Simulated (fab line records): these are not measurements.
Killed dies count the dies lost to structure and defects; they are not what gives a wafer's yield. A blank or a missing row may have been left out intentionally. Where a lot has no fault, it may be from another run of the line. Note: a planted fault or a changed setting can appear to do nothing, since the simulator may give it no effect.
fab line records ; flow nand-harc ; part 1 of 2: steps 1 to 21 of 30
[record] lots = 5; wafers = 15; last-day = 23
route steps=1159 shown A_STAIRCASE@551
lots that met no fault: taken from a fault-free run of the same line
start-h: hours from the record's opening day to when the first of the lot's shown wafers began ; wait-h: time in hours since the lot's previous step ; " repeats the value in the row above ; L1.1+2: a single row standing in for several wafers ; - no value, or no start given ; * or withheld: withheld ; < > ~ a bound
route shown NAME@n: NAME is a module with steps in the file, n the number in the route of the first one ; usual: mean/standard deviation taken from wafers without a fault ; same: alike in all rows ; chamber/n: place in a boat ; sites: each site's reading ; _std_site: the values' standard deviation ; _edge_site: outer sites' mean less inner sites' ; radius-mm: for every site, how far away it sits from the centre of the wafer ; mask NAME#n: copy n ; behind: the tool/chamber that last shaped the wafer ; hold: what put the lot on hold/how long, in hours/how the hold closed ; device: whichever transistor did not switch (one of n, p or np) ; end of line: the same wafers' tests at the end of the route ; a step without rows: its recipe alone ; killed: not the wafer's yield, but the dies lost to structure and defects at the first sort ; map: a wafer's dies, x killed, . not, _ none there
set.NAME: the setting that was run; set.NAME@STEP: the one run at that earlier step ; model.NAME: the simulator's own value behind a step, which no gauge read
a table for each step, a row for each wafer; lots at some steps of the route
services: when a tool's chamber went out of use (start-h, in hours from the record's first day, below 0 if earlier), for how many hours, and the reason
[[steps]]
[step NHARC_A_STAIRCASE_ETCH_15]
[recipe] target-depth-a = 1000; time-s = 40.5; ion-energy-ev = 400; c4f8-flow-sccm = 20; o2-flow-sccm = 10; ar-flow-sccm = withheld; rf-w = 600; bias-w = 1000; chemistry = C4F8/O2
[usual] oes-product-au = 0.941/0.011; rf-vpp-V = 898/5.5
[same] time-s = 40.5
lot.wafer;tool;chamber;start-h;wait-h;oes-product-au;rf-hours-counter-h;rf-vpp-V
L074.1;rie-diel-05;2;-;-;0.951;24;905
L074.4;rie-diel-05;3;-;-;0.960;23;901
L074.6;rie-diel-05;0;-;-;0.951;-;904
L079.4;rie-diel-04;2;-;-;0.920;59;896
L079.2;rie-diel-04;3;-;-;0.932;43;899
L079.5;rie-diel-04;2;-;-;0.914;-;896
L081.3;rie-diel-04;2;-;-;0.936;64;896
L081.1;rie-diel-04;0;-;-;0.929;60;900
L081.6;rie-diel-04;3;-;-;0.932;-;899
L088.1;rie-diel-05;1;-;-;0.955;57;895
L088.6;rie-diel-05;1;-;-;0.957;-;897
L088.5;rie-diel-05;2;-;-;0.940;-;906
L095.3;rie-diel-04;0;-;-;0.939;21;898
L095.5;rie-diel-04;1;-;-;0.957;-;888
L095.6;rie-diel-04;2;-;-;0.938;-;895
[step NHARC_A_STAIRCASE_TRIM_16]
[recipe] time-s = 211.2; o2-flow-sccm = 500; ar-flow-sccm = 0; bias-w = 0; chemistry = O2
[usual] drypump-motor-current-A = 5.7/0.48; oes-product-au = 1.002/0.0081; rf-vpp-V = 57.9/0.89; showerhead-plenum-p-Torr = 3.58/0.15; throttle-valve-pct = 17.036/0.0091
[same] time-s = 211.2
lot.wafer;tool;chamber;start-h;wait-h;drypump-motor-current-A;oes-product-au;rf-hours-counter-h;rf-vpp-V;showerhead-plenum-p-Torr;throttle-valve-pct
L074.4;rie-diel-05;1;-;-;6.1;1.006;24;58.1;3.56;17.062
L074.1;rie-diel-05;0;-;-;5.3;1.006;23;57.7;3.76;17.042
L074.6;rie-diel-05;1;-;-;6.2;1.000;-;58.8;3.56;17.030
L079.4;rie-diel-04;0;-;-;6.3;1.005;55;57.6;3.65;17.054
L079.2;rie-diel-04;3;-;-;5.9;1.008;43;58.3;3.59;17.031
L079.5;rie-diel-04;0;-;-;6.3;0.995;-;57.8;3.65;17.040
L081.1;rie-diel-04;2;-;-;5.9;1.001;64;56.4;3.52;17.031
L081.3;rie-diel-04;3;-;-;5.9;1.003;48;57.4;3.59;17.030
L081.6;rie-diel-04;3;-;-;5.9;1.001;-;56.3;3.59;17.035
L088.1;rie-diel-05;3;-;-;5.0;1.004;56;57.0;3.65;17.025
L088.5;rie-diel-05;0;-;-;5.3;0.996;-;57.6;3.74;17.027
L088.6;rie-diel-05;1;-;-;6.1;1.014;-;58.4;3.54;17.032
L095.3;rie-diel-04;3;-;-;5.9;0.999;22;56.6;3.58;17.045
L095.5;rie-diel-04;3;-;-;5.9;1.005;-;55.8;3.58;17.033
L095.6;rie-diel-04;0;-;-;6.3;1.003;-;58.7;3.63;17.044
[step NHARC_A_STAIRCASE_ETCH_17]
[recipe] target-depth-a = 1000; time-s = 40.5; ion-energy-ev = 400; c4f8-flow-sccm = 20; o2-flow-sccm = 10; ar-flow-sccm = withheld; rf-w = 600; bias-w = 1000; chemistry = C4F8/O2
[usual] oes-product-au = 0.943/0.011; rf-vpp-V = 898/5.3
[same] time-s = 40.5
lot.wafer;tool;chamber;start-h;wait-h;oes-product-au;rf-hours-counter-h;rf-vpp-V
L074.4;rie-diel-05;1;-;-;0.931;24;897
L074.1;rie-diel-05;3;-;-;0.948;23;901
L074.6;rie-diel-05;1;-;-;0.941;-;896
L079.4;rie-diel-04;2;-;-;0.931;60;896
L079.2;rie-diel-04;3;-;-;0.952;43;899
L079.5;rie-diel-04;0;-;-;0.928;-;899
L081.3;rie-diel-04;3;-;-;0.938;48;898
L081.1;rie-diel-04;0;-;-;0.940;60;899
L081.6;rie-diel-04;0;-;-;0.930;-;900
L088.1;rie-diel-05;0;-;-;0.936;55;903
L088.6;rie-diel-05;0;-;-;0.938;-;904
L088.5;rie-diel-05;1;-;-;0.945;-;896
L095.3;rie-diel-04;1;-;-;0.948;20;890
L095.5;rie-diel-04;2;-;-;0.927;-;894
L095.6;rie-diel-04;3;-;-;0.938;-;898
[step NHARC_A_STAIRCASE_TRIM_18]
[recipe] time-s = 211.2; o2-flow-sccm = 500; ar-flow-sccm = 0; bias-w = 0; chemistry = O2
[usual] drypump-motor-current-A = 5.7/0.48; oes-product-au = 1.002/0.0083; rf-vpp-V = 57.9/0.83; showerhead-plenum-p-Torr = 3.59/0.15; throttle-valve-pct = 17.038/0.0087
[same] time-s = 211.2
lot.wafer;tool;chamber;start-h;wait-h;drypump-motor-current-A;oes-product-au;rf-hours-counter-h;rf-vpp-V;showerhead-plenum-p-Torr;throttle-valve-pct
L074.4;rie-diel-05;2;-;-;6.3;1.011;25;59.1;3.79;17.041
L074.1;rie-diel-05;1;-;-;6.1;1.010;24;56.7;3.56;17.026
L074.6;rie-diel-05;2;-;-;6.4;0.999;-;58.4;3.79;17.049
L079.4;rie-diel-04;0;-;-;6.3;0.999;55;56.4;3.65;17.049
L079.2;rie-diel-04;1;-;-;5.9;0.992;60;57.3;3.33;17.027
L079.5;rie-diel-04;2;-;-;6.0;1.000;-;58.7;3.52;17.033
L081.3;rie-diel-04;0;-;-;6.3;1.000;60;58.8;3.65;17.017
L081.1;rie-diel-04;2;-;-;5.9;1.006;65;57.9;3.52;17.050
L081.6;rie-diel-04;3;-;-;5.9;1.013;-;57.4;3.59;17.036
L088.1;rie-diel-05;1;-;-;6.1;1.012;57;58.7;3.54;17.035
L088.5;rie-diel-05;0;-;-;5.3;0.986;-;58.1;3.74;17.026
L088.6;rie-diel-05;1;-;-;6.1;1.016;-;57.3;3.54;17.045
L095.3;rie-diel-04;1;-;-;5.9;1.010;20;57.3;3.31;17.041
L095.5;rie-diel-04;0;-;-;6.3;1.006;-;59.2;3.63;17.025
L095.6;rie-diel-04;1;-;-;5.9;1.004;-;59.0;3.31;17.045
[step NHARC_A_STAIRCASE_ETCH_19]
[recipe] target-depth-a = 1000; time-s = 40.5; ion-energy-ev = 400; c4f8-flow-sccm = 20; o2-flow-sccm = 10; ar-flow-sccm = withheld; rf-w = 600; bias-w = 1000; chemistry = C4F8/O2
[usual] oes-product-au = 0.942/0.011; rf-vpp-V = 898/5.4
[same] time-s = 40.5
lot.wafer;tool;chamber;start-h;wait-h;oes-product-au;rf-hours-counter-h;rf-vpp-V
L074.4;rie-diel-05;0;-;-;0.924;23;905
L074.1;rie-diel-05;3;-;-;0.947;23;900
L074.6;rie-diel-05;1;-;-;0.937;-;898
L079.4;rie-diel-04;2;-;-;0.924;60;896
L079.2;rie-diel-04;3;-;-;0.939;44;899
L079.5;rie-diel-04;1;-;-;0.947;-;889
L081.1;rie-diel-04;2;-;-;0.940;65;894
L081.3;rie-diel-04;0;-;-;0.934;61;899
L081.6;rie-diel-04;3;-;-;0.940;-;898
L088.1;rie-diel-05;0;-;-;0.941;56;904
L088.6;rie-diel-05;0;-;-;0.932;-;903
L088.5;rie-diel-05;1;-;-;0.957;-;896
L095.3;rie-diel-04;2;-;-;0.945;22;895
L095.5;rie-diel-04;0;-;-;0.943;-;900
L095.6;rie-diel-04;1;-;-;0.946;-;889
[step NHARC_A_STAIRCASE_TRIM_20]
[recipe] time-s = 211.2; o2-flow-sccm = 500; ar-flow-sccm = 0; bias-w = 0; chemistry = O2
[usual] drypump-motor-current-A = 5.8/0.46; oes-product-au = 1.002/0.0087; rf-vpp-V = 57.8/0.78; showerhead-plenum-p-Torr = 3.57/0.15; throttle-valve-pct = 17.036/0.01
[same] time-s = 211.2
lot.wafer;tool;chamber;start-h;wait-h;drypump-motor-current-A;oes-product-au;rf-hours-counter-h;rf-vpp-V;showerhead-plenum-p-Torr;throttle-valve-pct
L074.1;rie-diel-05;3;232.11;0.2;5.0;1.002;24;57.1;3.67;17.044
L074.4;rie-diel-05;0;232.11;0.2;5.3;0.996;23;58.1;3.76;17.053
L074.6;rie-diel-05;2;232.11;0.2;6.3;0.996;-;58.6;3.79;17.043
L079.4;rie-diel-04;0;266.53;0.1;6.3;0.993;56;58.0;3.65;17.037
L079.2;rie-diel-04;3;266.53;0.1;5.9;1.013;44;57.6;3.59;17.035
L079.5;rie-diel-04;0;266.53;0.1;6.3;0.995;-;58.2;3.65;17.035
L081.3;rie-diel-04;2;279.49;0.1;6.0;0.991;65;58.5;3.52;17.035
L081.1;rie-diel-04;3;279.49;0.1;5.9;1.001;49;58.4;3.59;17.040
L081.6;rie-diel-04;0;279.49;0.1;6.3;0.986;-;59.2;3.65;17.055
L088.1;rie-diel-04;0;323.89;0.2;6.3;1.003;10;59.1;3.64;17.032
L088.6;rie-diel-04;1;323.89;0.2;5.9;1.013;-;56.8;3.32;17.022
L088.5;rie-diel-04;2;323.89;0.2;6.0;0.993;-;57.1;3.51;17.043
L095.3;rie-diel-07;0;353.31;0.1;5.3;0.994;42;57.6;3.45;17.055
L095.5;rie-diel-07;0;353.31;0.1;5.3;0.997;-;57.8;3.45;17.033
L095.6;rie-diel-07;1;353.31;0.1;6.1;1.006;-;57.8;3.31;17.050
[step NHARC_A_STAIRCASE_ETCH_21]
[recipe] target-depth-a = 1000; time-s = 40.5; ion-energy-ev = 400; c4f8-flow-sccm = 20; o2-flow-sccm = 10; ar-flow-sccm = withheld; rf-w = 600; bias-w = 1000; chemistry = C4F8/O2
[usual] oes-product-au = 0.948/0.017; rf-vpp-V = 898/5.3
[same] time-s = 40.5
lot.wafer;tool;chamber;start-h;wait-h;oes-product-au;rf-hours-counter-h;rf-vpp-V
L074.1;rie-diel-05;0;-;-;0.918;23;904
L074.4;rie-diel-05;1;-;-;0.927;25;897
L074.6;rie-diel-05;0;-;-;0.934;-;905
L079.4;rie-diel-04;1;-;-;0.938;60;888
L079.2;rie-diel-04;2;-;-;0.934;60;896
L079.5;rie-diel-04;3;-;-;0.956;-;898
L081.3;rie-diel-04;0;-;-;0.941;61;900
L081.1;rie-diel-04;1;-;-;0.918;61;887
L081.6;rie-diel-04;0;-;-;0.947;-;902
L088.1;rie-diel-04;1;-;-;0.935;10;889
L088.6;rie-diel-04;0;-;-;0.937;-;900
L088.5;rie-diel-04;1;-;-;0.931;-;888
L095.3;rie-diel-07;3;-;-;0.933;43;905
L095.6;rie-diel-07;0;-;-;0.927;-;892
L095.5;rie-diel-07;1;-;-;0.930;-;887
[step NHARC_A_STAIRCASE_TRIM_22]
[recipe] time-s = 211.2; o2-flow-sccm = 500; ar-flow-sccm = 0; bias-w = 0; chemistry = O2
[usual] drypump-motor-current-A = 5.7/0.47; oes-product-au = 1.003/0.01; rf-vpp-V = 57.8/0.95; showerhead-plenum-p-Torr = 3.58/0.14; throttle-valve-pct = 17.037/0.0088
[same] time-s = 211.2
lot.wafer;tool;chamber;start-h;wait-h;drypump-motor-current-A;oes-product-au;rf-hours-counter-h;rf-vpp-V;showerhead-plenum-p-Torr;throttle-valve-pct
L074.4;rie-diel-05;2;-;-;6.3;1.002;25;58.0;3.79;17.036
L074.1;rie-diel-05;3;-;-;5.0;1.003;24;56.8;3.67;17.044
L074.6;rie-diel-05;1;-;-;6.1;1.009;-;58.8;3.56;17.025
L079.2;rie-diel-04;1;-;-;5.8;1.001;60;56.4;3.33;17.034
L079.4;rie-diel-04;0;-;-;6.4;0.999;56;57.9;3.65;17.039
L079.5;rie-diel-04;2;-;-;6.0;0.993;-;57.9;3.52;17.031
L081.1;rie-diel-04;3;-;-;5.9;1.009;49;58.3;3.59;17.027
L081.3;rie-diel-04;1;-;-;5.9;1.005;61;58.9;3.33;17.054
L081.6;rie-diel-04;3;-;-;5.9;1.004;-;57.7;3.59;17.062
L088.1;rie-diel-04;3;-;-;5.9;1.005;10;57.9;3.58;17.015
L088.6;rie-diel-04;3;-;-;5.9;0.996;-;58.5;3.58;17.038
L088.5;rie-diel-04;0;-;-;6.3;1.023;-;56.0;3.64;17.038
L095.3;rie-diel-07;1;-;-;6.1;1.007;38;56.5;3.31;17.039
L095.6;rie-diel-07;0;-;-;5.3;1.003;-;57.0;3.45;17.043
L095.5;rie-diel-07;1;-;-;6.1;1.005;-;57.6;3.31;17.026
[step NHARC_A_STAIRCASE_ETCH_23]
[recipe] target-depth-a = 1000; time-s = 40.5; ion-energy-ev = 400; c4f8-flow-sccm = 20; o2-flow-sccm = 10; ar-flow-sccm = withheld; rf-w = 600; bias-w = 1000; chemistry = C4F8/O2
[usual] oes-product-au = 0.945/0.012; rf-vpp-V = 897/5.3
[same] time-s = 40.5
lot.wafer;tool;chamber;start-h;wait-h;oes-product-au;rf-hours-counter-h;rf-vpp-V
L074.1;rie-diel-05;2;-;-;0.943;26;906
L074.4;rie-diel-05;0;-;-;0.930;24;903
L074.6;rie-diel-05;2;-;-;0.950;-;905
L079.2;rie-diel-04;3;-;-;0.951;44;900
L079.4;rie-diel-04;0;-;-;0.944;56;901
L079.5;rie-diel-04;2;-;-;0.940;-;896
L081.3;rie-diel-04;1;-;-;0.948;61;888
L081.1;rie-diel-04;2;-;-;0.938;65;896
L081.6;rie-diel-04;1;-;-;0.940;-;889
L088.1;rie-diel-04;2;-;-;0.933;10;895
L088.5;rie-diel-04;1;-;-;0.948;-;889
L088.6;rie-diel-04;2;-;-;0.926;-;895
L095.3;rie-diel-07;0;-;-;0.929;42;894
L095.5;rie-diel-07;0;-;-;0.934;-;893
L095.6;rie-diel-07;1;-;-;0.936;-;888
[step NHARC_A_STAIRCASE_TRIM_24]
[recipe] time-s = 211.2; o2-flow-sccm = 500; ar-flow-sccm = 0; bias-w = 0; chemistry = O2
[usual] drypump-motor-current-A = 5.7/0.46; oes-product-au = 1.001/0.0094; rf-vpp-V = 57.9/0.96; showerhead-plenum-p-Torr = 3.58/0.14; throttle-valve-pct = 17.036/0.0088
[same] time-s = 211.2
lot.wafer;tool;chamber;start-h;wait-h;drypump-motor-current-A;oes-product-au;rf-hours-counter-h;rf-vpp-V;showerhead-plenum-p-Torr;throttle-valve-pct
L074.1;rie-diel-05;0;-;-;5.3;1.014;24;58.3;3.76;17.014
L074.4;rie-diel-05;1;-;-;6.1;1.016;25;59.4;3.56;17.038
L074.6;rie-diel-05;0;-;-;5.3;1.003;-;56.7;3.76;17.053
L079.2;rie-diel-04;1;-;-;5.9;0.994;60;57.7;3.33;17.021
L079.4;rie-diel-04;3;-;-;5.9;1.001;44;58.2;3.59;17.034
L079.5;rie-diel-04;0;-;-;6.3;0.997;-;58.5;3.65;17.035
L081.1;rie-diel-04;3;-;-;5.9;1.009;49;57.4;3.59;17.039
L081.3;rie-diel-04;0;-;-;6.3;0.995;61;58.2;3.65;17.045
L081.6;rie-diel-04;2;-;-;5.9;1.003;-;56.4;3.52;17.058
L088.1;rie-diel-04;1;-;-;5.9;1.007;10;58.1;3.32;17.021
L088.6;rie-diel-04;2;-;-;6.0;0.976;-;58.3;3.51;17.031
L088.5;rie-diel-04;3;-;-;5.9;0.983;-;58.8;3.58;17.038
L095.3;rie-diel-07;1;-;-;6.1;1.000;38;57.0;3.31;17.046
L095.5;rie-diel-07;3;-;-;5.7;1.005;-;57.7;3.78;17.031
L095.6;rie-diel-07;0;-;-;5.3;0.988;-;57.4;3.45;17.017
[step NHARC_A_STAIRCASE_ETCH_25]
[recipe] target-depth-a = 1000; time-s = 40.5; ion-energy-ev = 400; c4f8-flow-sccm = 20; o2-flow-sccm = 10; ar-flow-sccm = withheld; rf-w = 600; bias-w = 1000; chemistry = C4F8/O2
[usual] oes-product-au = 0.944/0.011; rf-vpp-V = 898/5.3
[same] time-s = 40.5
lot.wafer;tool;chamber;start-h;wait-h;oes-product-au;rf-hours-counter-h;rf-vpp-V
L074.1;rie-diel-05;3;-;-;0.943;24;900
L074.4;rie-diel-05;0;-;-;0.934;24;906
L074.6;rie-diel-05;2;-;-;0.933;-;906
L079.4;rie-diel-04;1;-;-;0.937;60;890
L079.2;rie-diel-04;3;-;-;0.957;44;898
L079.5;rie-diel-04;2;-;-;0.938;-;896
L081.1;rie-diel-04;3;-;-;0.935;49;900
L081.3;rie-diel-04;1;-;-;0.935;61;889
L081.6;rie-diel-04;3;-;-;0.947;-;899
L088.1;rie-diel-04;2;-;-;0.930;10;896
L088.5;rie-diel-04;3;-;-;0.921;-;900
L088.6;rie-diel-04;0;-;-;0.951;-;902
L095.3;rie-diel-07;0;-;-;0.943;42;892
L095.5;rie-diel-07;3;-;-;0.935;-;904
L095.6;rie-diel-07;0;-;-;0.931;-;893
[step NHARC_A_STAIRCASE_TRIM_26]
[recipe] time-s = 211.2; o2-flow-sccm = 500; ar-flow-sccm = 0; bias-w = 0; chemistry = O2
[usual] drypump-motor-current-A = 5.8/0.47; oes-product-au = 1.002/0.0087; rf-vpp-V = 57.8/0.85; showerhead-plenum-p-Torr = 3.58/0.14; throttle-valve-pct = 17.036/0.0091
[same] time-s = 211.2
lot.wafer;tool;chamber;start-h;wait-h;drypump-motor-current-A;oes-product-au;rf-hours-counter-h;rf-vpp-V;showerhead-plenum-p-Torr;throttle-valve-pct
L074.4;rie-diel-05;0;-;-;5.3;1.008;24;59.4;3.76;17.038
L074.1;rie-diel-05;2;-;-;6.3;1.001;26;58.5;3.79;17.044
L074.6;rie-diel-05;0;-;-;5.3;1.006;-;58.8;3.76;17.028
L079.2;rie-diel-04;2;-;-;6.0;0.993;60;58.0;3.52;17.036
L079.4;rie-diel-04;0;-;-;6.3;0.993;56;59.4;3.65;17.033
L079.5;rie-diel-04;3;-;-;5.9;1.006;-;58.8;3.59;17.039
L081.1;rie-diel-04;2;-;-;5.9;1.004;65;57.5;3.52;17.026
L081.3;rie-diel-04;3;-;-;5.9;1.015;49;57.7;3.59;17.036
L081.6;rie-diel-04;0;-;-;6.3;0.994;-;57.3;3.65;17.041
L088.1;rie-diel-04;1;-;-;5.9;1.003;10;56.7;3.32;17.047
L088.6;rie-diel-04;3;-;-;5.8;1.002;-;58.4;3.58;17.030
L088.5;rie-diel-04;0;-;-;6.4;1.004;-;57.0;3.64;17.028
L095.3;rie-diel-07;1;-;-;6.0;1.003;38;56.0;3.31;17.030
L095.6;rie-diel-07;3;-;-;5.7;1.012;-;57.3;3.78;17.039
L095.5;rie-diel-07;0;-;-;5.3;1.007;-;57.4;3.45;17.045
[step NHARC_A_STAIRCASE_ETCH_27]
[recipe] target-depth-a = 1000; time-s = 40.5; ion-energy-ev = 400; c4f8-flow-sccm = 20; o2-flow-sccm = 10; ar-flow-sccm = withheld; rf-w = 600; bias-w = 1000; chemistry = C4F8/O2
[usual] oes-product-au = 0.942/0.011; rf-vpp-V = 898/5.3
[same] time-s = 40.5
lot.wafer;tool;chamber;start-h;wait-h;oes-product-au;rf-hours-counter-h;rf-vpp-V
L074.1;rie-diel-05;0;-;-;0.929;24;904
L074.4;rie-diel-05;2;-;-;0.937;26;904
L074.6;rie-diel-05;0;-;-;0.935;-;904
L079.4;rie-diel-04;2;-;-;0.924;60;897
L079.2;rie-diel-04;0;-;-;0.917;56;900
L079.5;rie-diel-04;2;-;-;0.924;-;896
L081.3;rie-diel-04;2;-;-;0.928;65;896
L081.1;rie-diel-04;3;-;-;0.960;49;897
L081.6;rie-diel-04;1;-;-;0.948;-;889
L088.1;rie-diel-04;0;-;-;0.946;10;902
L088.6;rie-diel-04;3;-;-;0.928;-;899
L088.5;rie-diel-04;0;-;-;0.939;-;901
L095.3;rie-diel-07;3;-;-;0.948;43;905
L095.5;rie-diel-07;2;-;-;0.946;-;895
L095.6;rie-diel-07;3;-;-;0.951;-;905
[step NHARC_A_STAIRCASE_STRIP_175]
[recipe] power-w = 1500; temp-c = 250; chemistry = O2
[usual] drypump-motor-current-A = 5.57/0.18; heater-power-w = 335/9.8
lot.wafer;tool;chamber;start-h;wait-h;drypump-motor-current-A;heater-power-w;rf-hours-counter-h
L074.1;plasma-asher-02;0;233.88;0.1;5.46;334;14
L074.4;plasma-asher-02;0;233.88;0.1;5.42;349;-
L074.6;plasma-asher-02;0;233.88;0.1;5.43;340;-
L079.2;plasma-asher-02;1;268.09;0.1;5.73;337;26
L079.4;plasma-asher-02;0;268.09;0.1;5.47;346;-
L079.5;plasma-asher-02;1;268.09;0.1;5.73;347;-
L081.1;plasma-asher-02;1;280.68;0.1;5.73;344;30
L081.3;plasma-asher-02;0;280.68;0.1;5.44;346;-
L081.6;plasma-asher-02;0;280.68;0.1;5.46;350;-
L088.1;plasma-asher-02;0;325.11;0.2;5.43;350;46
L088.5;plasma-asher-02;1;325.11;0.2;5.71;352;-
L088.6;plasma-asher-02;0;325.11;0.2;5.44;345;-
L095.3;plasma-asher-01;0;354.52;0.2;5.40;333;-
L095.5;plasma-asher-01;1;354.52;0.2;5.77;319;-
L095.6;plasma-asher-01;0;354.52;0.2;5.35;342;-
[step NHARC_A_STAIRCASE_STRIP_148]
[recipe] time-s = 900; temp-c = 130; chemistry = SPM
[same] time-s = 900
lot.wafer;tool;chamber;start-h;wait-h
L074.6+1+4;wet-bench-05;0,1,3;234.20;0.1
L079.5+4+2;wet-bench-05;2,4,5;268.45;0.1
L081.1+3+6;wet-bench-09;1,2,3;281.01;0.3
L088.6+1+5;wet-bench-05;6,1,2;325.42;0.1
L095.3+6+5;wet-bench-09;0,1,2;354.74;0.2
[step NHARC_A_STAIRCASE_PRECLEAN_149]
[recipe] time-s = *; temp-c = 50; bath-age-min = 0; chemistry = SC1
[same] time-s = *
lot.wafer;tool;chamber;start-h;wait-h
L074.6+1+4;wet-bench-05;0,1,3;-;-
L079.5+4+2;wet-bench-05;2,4,5;-;-
L081.1+3+6;wet-bench-09;1,2,3;-;-
L088.6+1+5;wet-bench-05;6,1,2;-;-
L095.3+6+5;wet-bench-09;0,1,2;-;-
[step NHARC_A_STAIRCASE_SRD_150]
lot.wafer;tool;chamber;start-h;wait-h
L074.6+1+4;wet-bench-05;0,1,3;-;-
L079.5+4+2;wet-bench-05;2,4,5;-;-
L081.1+3+6;wet-bench-09;1,2,3;-;-
L088.6+1+5;wet-bench-05;6,1,2;-;-
L095.3+6+5;wet-bench-09;0,1,2;-;-
[step NHARC_A_STAIRCASE_DEHYDRATE_176]
[recipe] temp-c = 150; time-s = 120
[same] time-s = 120
lot.wafer;tool;chamber;start-h;wait-h
L074.1+4+6;litho-track-07;0;234.64;-
L079.2+4+5;litho-track-02;0;268.91;-
L081.1+3+6;litho-track-03;0;281.45;-
L088.1+5+6;litho-track-02;0;325.87;-
L095.3+5+6;litho-track-03;0;355.18;-
[step NHARC_A_STAIRCASE_HMDS_177]
[recipe] time-s = 30
[same] time-s = 30
lot.wafer;tool;chamber;start-h;wait-h
L074.1+4+6;litho-track-07;0;-;-
L079.2+4+5;litho-track-02;0;-;-
L081.1+3+6;litho-track-03;0;-;-
L088.1+5+6;litho-track-02;0;-;-
L095.3+5+6;litho-track-03;0;-;-
[step NHARC_A_STAIRCASE_COAT_178]
[recipe] spin-rpm = 1200
lot.wafer;tool;chamber;start-h;wait-h
L074.1+4+6;litho-track-07;0;-;-
L079.2+4+5;litho-track-02;0;-;-
L081.1+3+6;litho-track-03;0;-;-
L088.1+5+6;litho-track-02;0;-;-
L095.3+5+6;litho-track-03;0;-;-
[step NHARC_A_STAIRCASE_SOFTBAKE_179]
[recipe] temp-c = 135; time-s = 170
[same] time-s = 170
lot.wafer;tool;chamber;start-h;wait-h
L074.1+4+6;litho-track-07;0;-;-
L079.2+4+5;litho-track-02;0;-;-
L081.1+3+6;litho-track-03;0;-;-
L088.1+5+6;litho-track-02;0;-;-
L095.3+5+6;litho-track-03;0;-;-
